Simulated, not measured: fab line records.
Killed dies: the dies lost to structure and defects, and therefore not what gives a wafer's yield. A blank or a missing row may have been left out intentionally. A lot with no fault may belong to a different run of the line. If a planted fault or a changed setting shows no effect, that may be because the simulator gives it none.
Matching of chambers	flow n5-finfet	N5_BEOL_M15_DESCUM_15 on rie-diel-05 has 4 sister chambers
The step chemistry O2, time 7.9 s. 8 wafers are shown with their chamber, then 8 later ones without.

EACH WAFER AND ITS CHAMBER
wafer	chamber	drypump-motor-current-A (A)	throttle-valve-pct (%)
L083.6	2	5.9	20.57
L086.2	1	5.9	20.13
L086.3	3	5.8	20.74
L086.5	0	5.0	20.80
L091.1	0	5.0	20.82
L091.2	3	5.8	20.75
L091.5	1	5.8	20.12
L090.3	2	5.9	20.59

WAFERS WITH NO CHAMBER GIVEN
wafer	drypump-motor-current-A (A)	throttle-valve-pct (%)
L090.4	5.0	20.81
L090.5	5.0	20.81
L093.1	5.0	20.82
L093.2	6.0	20.59
L093.3	5.8	20.75
L094.2	5.8	20.77
L094.4	5.8	20.14
L094.5	5.8	20.75

EACH ONE'S CHAMBER
wafer	from the rows above	in truth
L090.4	0	0
L090.5	0	0
L093.1	0	0
L093.2	2	2
L093.3	3	3
L094.2	3	3
L094.4	1	1
L094.5	3	3
Placed correctly: 8 of 8. From these rows, 0 cannot be placed. 0 placed wrongly.
How it was worked out, from the rows above alone: a wafer's distance from a chamber is the root of the sum, over the readings, of the square of ((its reading less the chamber's mean) divided by the reading's scatter). The wafer belongs to the nearest chamber; if the next one is less than 2 further off, it can't be placed. For every chamber, the mean is computed from those of its wafers that are shown. How the scatter is found: for the shown wafers, subtract from each reading the mean of its chamber, square and add these, divide the total by (wafers less chambers), then take the root.
